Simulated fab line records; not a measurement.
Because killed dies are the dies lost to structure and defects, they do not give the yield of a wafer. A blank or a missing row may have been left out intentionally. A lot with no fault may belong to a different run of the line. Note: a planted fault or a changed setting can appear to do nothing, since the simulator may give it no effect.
Lot-split experiment ; flow n5 finfet ; 21 wafers read across 7 lots, on a route 1938 steps long

ABOUT THE SPLIT
At N5_GATE_CUT_ALD_22 (deposits SiNx, target thk 16 nm, pulse time 1 s, ald cycles 320), the setting ald cycles was moved away from the recipe's 320 on 8 of the 21 wafers read, by -15.9% to +11.9%. All remaining wafers had this setting at the recipe value.

The reading is taken at the split's own step.

THE READING
SiNx_of_GATE_CUT_ALD_22.thk nm (the simulator's own value, which no gauge read), in nm, at N5_GATE_CUT_ALD_22 (deposits SiNx, target thk 16 nm, pulse time 1 s, ald cycles 320). There is no usual value for it anywhere in the file. The 13 wafers here that ran the recipe average 16.0 nm, standard deviation 0.095 nm.

wafer;tool, chamber at the split;ald cycles as run;against the recipe;SiNx_of_GATE_CUT_ALD_22.thk nm, nm;against lot-mates on the recipe
L080.1;ald sin-01, 1,2;320;recipe;16;-
L080.2;ald sin-01, 1,2;320;recipe;16;-
L080.6;ald sin-01, 2;275;-14.1%;13.8;-2.2
L081.2;ald sin-01, 0;355;+10.9%;17.8;+1.8
L081.5;ald sin-01, 1,2;320;recipe;16;-
L081.6;ald sin-01, 1,2;320;recipe;16;-
L083.1;ald sin-04, 0,1;320;recipe;16;-
L083.2;ald sin-04, 0,1;320;recipe;16;-
L083.6;ald sin-04, 0;320;recipe;16.2;-
L087.2;ald sin-02, 2,3,0;320;recipe;16;-
L087.5;ald sin-02, 2,3,0;320;recipe;16;-
L087.6;ald sin-02, 2,3,0;320;recipe;16;-
L089.1;ald sin-01, 2,3;320;recipe;15.8;-
L089.3;ald sin-01, 2,3;320;recipe;15.8;-
L089.4;ald sin-01, 0;358;+11.9%;17.8;+2.0
L092.1;ald sin-04, 2;269;-15.9%;13.4;-2.6
L092.5;ald sin-04, 2;269;-15.9%;13.4;-2.6
L092.3;ald sin-04, 1;320;recipe;16;-
L096.1;ald sin-01, 0,3,3;304;-5.0%;15.2;no lot-mate on the recipe
L096.3;ald sin-01, 0,3,3;304;-5.0%;15.2;no lot-mate on the recipe
L096.6;ald sin-01, 0,3,3;304;-5.0%;15.2;no lot-mate on the recipe
Where a row lists several chambers, the file gives one row for several wafers and doesn't say which wafer went through which chamber.

THE FIT
A straight line over all 21 wafers: SiNx_of_GATE_CUT_ALD_22.thk nm changes by +0.16 nm for each +1% of ald cycles; r = +1.00; the points scatter about the line by 0.084 nm.
The same after taking each lot's own level away (the mean of its wafers on the recipe; 18 wafers): +0.163 nm for each +1%; r = +1.00; scatter 0.049 nm.
According to that fit, moving ald cycles by its largest amount changes the reading by 2.6 nm.
The span of the lots' own levels, 15.80 to 16.07 nm, comes to 2.8 times the standard deviation stated above.
Hence the lot-to-lot level has little effect on the slope; both slopes agree.
Check: -2.58 nm against its lot-mates is what the line predicts for one of the wafers moved furthest among these (-15.9%) when that wafer is left out of the fit. It came out at -2.6 nm against them.

OTHER SPLITS APPLIED TO THESE WAFERS
Before the reading, these wafers also passed through other splits. Each is held against what the fit with the lots' levels taken away leaves over:
other split on the same wafers;wafers away from the commonest value;r with SiNx_of_GATE_CUT_ALD_22.thk nm (lot level and that fit taken away)
N5_HKMG_FIN_COAT_42 spin rpm;8;+0.12
N5_HKMG_FIN_ETCH_55 time s;9;+0.08

THE WHOLE CHAIN: every reading that the file lists as answering this split, in the file's order
step;what it does;reading;change (the file's fit);r (the file's)
N5_GATE_CUT_ALD_22;deposits SiNx, target thk 16 nm, pulse time 1 s, ald cycles 320;SiNx_of_GATE_CUT_ALD_22.thk nm (the simulator's own value, which no gauge read);+0.163 nm for each +1% of the setting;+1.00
N5_GATE_CUT_CMP_23;polishes, stops on SiO2, t overpolish 23.4 s, target thk 16 nm;SiNx_of_GATE_CUT_ALD_22.thk nm (the simulator's own value, which no gauge read);not straight: 13.4 at the lowest setting, 15.98 at the recipe, 15.2 at the highest;not given

THE FILE'S OWN FIT
SiNx_of_GATE_CUT_ALD_22.thk nm changes by +0.163 nm for each +1% of ald cycles, r = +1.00.
